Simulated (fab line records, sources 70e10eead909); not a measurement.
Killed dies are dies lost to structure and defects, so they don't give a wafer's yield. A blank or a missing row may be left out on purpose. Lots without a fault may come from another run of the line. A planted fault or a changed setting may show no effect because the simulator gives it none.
A struck lot beside a sound one | flow nand_harc | 13 steps out of a route of 1159
Sound: wafers L987.3, L987.5, L987.6. Struck: wafer L100.5. (L100.1 of the same lot was not struck and is left out.) The cause comes at the end.
At each step with rows: each side's tool, then ch and its chambers, then its first start. Under that, the readings that differ: sound wafers | struck wafers | difference of the means | sigmas: that difference in standard deviations of wafers without a fault.
alike: readings whose means differ by less than 2 such deviations, and words and numbers that are the same on both sides. not compared: withheld readings, readings that some wafer has no value for, bounds like >300 that may hide the same value, and numbers for which the record gives no deviation and whose values overlap.
The two part at a step that has a row with sigmas, a row that says differs or no value, or rows on one side only. Numbers that don't overlap but have no deviation are shown without sigmas and don't part them. A reading that every wafer of one side lacks parts them only if that side has two wafers or more.

NHARC_A_SLIT_ETCH_29: etches the open film in CF4/O2, target depth 100 nm, overetch 10 nm, time 55 s.
  sound on rie_diel-12 ch 0,1, day 15 18:43; struck on rie_diel-12 ch 3, day 19 08:13
  reading               | sound             | struck | difference | sigmas
  oes_product_au (a.u.) | 1.016 1.013 1.010 | 0.997  | -0.016     | -2
  alike: cf4_flow_sccm, drypump_motor_current_A, rf_vpp_V, showerhead_plenum_p_Torr, throttle_valve_pct
  not compared: rf_hours_counter_h
NHARC_A_SLIT_STRIP_18: strips in O2.
  sound on rie_diel-12 ch 0,1,2; struck on rie_diel-12 ch 0
  alike: drypump_motor_current_A, oes_product_au, rf_vpp_V, showerhead_plenum_p_Torr, throttle_valve_pct
  not compared: rf_hours_counter_h
then, 2 steps without rows for these wafers: NHARC_A_SLIT_PRECLEAN_19 (cleans in SC1); NHARC_A_SLIT_SRD_20.
NHARC_A_SLIT_CD_MEAS_21:
  sound on cd_sem-03, day 15 19:15; struck on cd_sem-02, day 19 08:43
  alike: cd_nm
then, 3 steps without rows for these wafers: NHARC_A_SIN_REMOVE_WET_00 (chemistry H3PO4, time 15300 s); NHARC_A_SIN_REMOVE_PRECLEAN_01 (cleans in SC1); NHARC_A_SIN_REMOVE_SRD_02.
NHARC_A_SIN_REMOVE_INSPECT_04:
  sound on defect_inspect-01, day 16 02:58; struck on defect_inspect-02, day 19 14:39
  alike: raw_defect_count
NHARC_A_WL_FILL_ALD_00: deposits Al2O3, target thk 3 nm, pulse time 3 s, ald cycles 30.
  sound on ald_hk-04 ch 0,3, day 16 03:04; struck on ald_hk-01 ch 2, day 19 14:46
  alike: heater_power_w, precursor_pulse_height_rel
  not compared: ald_cycles
NHARC_A_WL_FILL_RTA_01: time 5 s.
  sound on rtp_anneal-01 ch 0, day 16 03:21; struck on rtp_anneal-02 ch 0, day 19 14:59
  reading             | sound          | struck | difference | sigmas
  lamp_power_pct (%)  | 34.2 34.2 34.2 | 28.2   | -6.0       | -2
  lamp_zone_4_pct (%) | 34.2 34.2 34.2 | 28.2   | -6.0       | -2
  alike: wafer_temp_C_max
NHARC_A_WL_FILL_ALD_02: deposits TiN, target thk 2 nm, pulse time 3 s, ald cycles 100.
  sound on ald_metal-02 ch 0,1, day 16 03:31; struck on ald_metal-02 ch 0, day 19 15:16
  reading                    | sound             | struck | difference | sigmas
  ald_cycles                 | 100 100 100       | 32     | -68        |
  precursor_pulse_height_rel | 0.984 1.034 1.002 | 0.965  | -0.042     | -2
  alike: heater_power_w
-- the record jumps here: 5 days lie between the struck wafers' starts before and after (it left off in module A_WL_FILL and takes up again in module END, whose first step shown is number 1159 of the route) --
NHARC_END_SORT_01:
  sound on prober-02 ch 0, day 20 19:29; struck on prober-01 ch 0, day 24 14:01
  reading         | sound    | struck | difference | sigmas
  killed_at_array | 12 17 14 | 677    | +663       | +66
  killed_dies     | 17 17 18 | 677    | +660       | +68
  alike: killed_at_other, killed_at_periphery, killed_open, killed_short

WHERE THEY PART
First at NHARC_A_SLIT_ETCH_29; last, within this record, at NHARC_END_SORT_01.

WHY: what the simulator had put in
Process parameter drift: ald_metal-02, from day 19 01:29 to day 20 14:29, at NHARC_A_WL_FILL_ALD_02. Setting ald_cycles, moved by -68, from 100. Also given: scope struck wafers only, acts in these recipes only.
